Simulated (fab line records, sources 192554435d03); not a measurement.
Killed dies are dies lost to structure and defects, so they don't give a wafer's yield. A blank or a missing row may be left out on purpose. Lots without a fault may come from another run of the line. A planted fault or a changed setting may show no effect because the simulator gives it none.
One fault seen from 2 desks | flow n5_finfet | each desk has only its own numbers; what lay behind them comes last

THE METROLOGY DESK
What the gauges read, lot by lot, whatever tool the lot ran on: means of the sampled wafers that have a number. A lot is out of limits, marked OUT, if its mean lies more than 4 standard deviations from the usual mean; the brackets give that distance. Of its 10 readings 7 are shown: those that lie furthest out on some lot.
Columns: A = DIBL_P at N5_BEOL_M4_RC_MEAS_101, usual 36.6 mV/V; B = IOFF_P at N5_BEOL_M4_RC_MEAS_101, usual 0.21 nA/um; C = ION_N at N5_BEOL_M4_RC_MEAS_101, usual 674 uA/um; D = ION_P at N5_BEOL_M4_RC_MEAS_101, usual 460 uA/um; E = SS_P at N5_BEOL_M4_RC_MEAS_101, usual 73.4 mV/dec; F = VT_N at N5_BEOL_M4_RC_MEAS_101, usual 249 mV; G = VT_P at N5_BEOL_M4_RC_MEAS_101, usual -250 mV
lot  | first seen here | A    | B    | C   | D   | E    | F   | G
L553 | day 8 13:14     | 36.1 | 0.21 | 673 | 465 | 73.1 | 252 | -251
L558 | day 9 18:21     | 36.2 | 0.20 | 675 | 459 | 73.3 | 247 | -252
L557 | day 9 18:33     | 36.3 | 0.26 | 696 | 482 | 73.5 | 245 | -243
L559 | day 9 22:53     | 35.9 | 0.19 | 679 | 459 | 72.9 | 248 | -253
L564 | day 11 23:48    | 38.5 | 0.26 | 685 | 472 | 73.4 | 248 | -246
L565 | day 12 01:44    | 37.6 | 0.21 | 677 | 462 | 73.7 | 247 | -250
L567 | day 12 05:22    | 36.4 | 0.18 | 667 | 448 | 72.8 | 252 | -255
L570 | day 13 01:34    | 35.9 | 0.20 | 668 | 455 | 74.0 | 251 | -254
L572 | day 13 16:08    | 36.8 | 0.23 | 664 | 460 | 73.4 | 250 | -249
This desk's finding: nothing out of limits on any of the 9 lots.

THE TOOL OWNER'S DESK: rie_diel-05
The tool's own readings at N5_BEOL_M2_ETCH_41 (etches SiCN in CH3F/O2, target depth 29.9 nm, time 52.5 s): means of the sampled wafers that have a number, for each lot that ran on this tool. A lot is out of limits, marked OUT, if its mean lies more than 4 standard deviations from the usual mean; the brackets give that distance.
Columns: A = drypump_motor_current_A at N5_BEOL_M2_ETCH_41, usual 5.6 A; B = oes_product_au at N5_BEOL_M2_ETCH_41, usual 0.79 a.u.; C = rf_vpp_V at N5_BEOL_M2_ETCH_41, usual 297.2 V; D = showerhead_plenum_p_Torr at N5_BEOL_M2_ETCH_41, usual 2.00 Torr; E = throttle_valve_pct at N5_BEOL_M2_ETCH_41, usual 16.1 %
lot  | first seen here | A   | B    | C     | D    | E
L553 | day 7 05:26     | 5.3 | 0.82 | 297.2 | 1.99 | 16.1
L559 | day 8 16:31     | 5.0 | 0.88 | 297.1 | 1.95 | 15.8
L564 | day 11 01:41    | 5.3 | 0.72 | 296.8 | 1.95 | 16.1
This desk's finding: nothing out of limits on any of the 3 lots.

PUT TOGETHER
The metrology desk saw nothing out of limits.
The tool owner's desk saw nothing out of limits.

WHAT THE SIMULATOR HAD PUT IN
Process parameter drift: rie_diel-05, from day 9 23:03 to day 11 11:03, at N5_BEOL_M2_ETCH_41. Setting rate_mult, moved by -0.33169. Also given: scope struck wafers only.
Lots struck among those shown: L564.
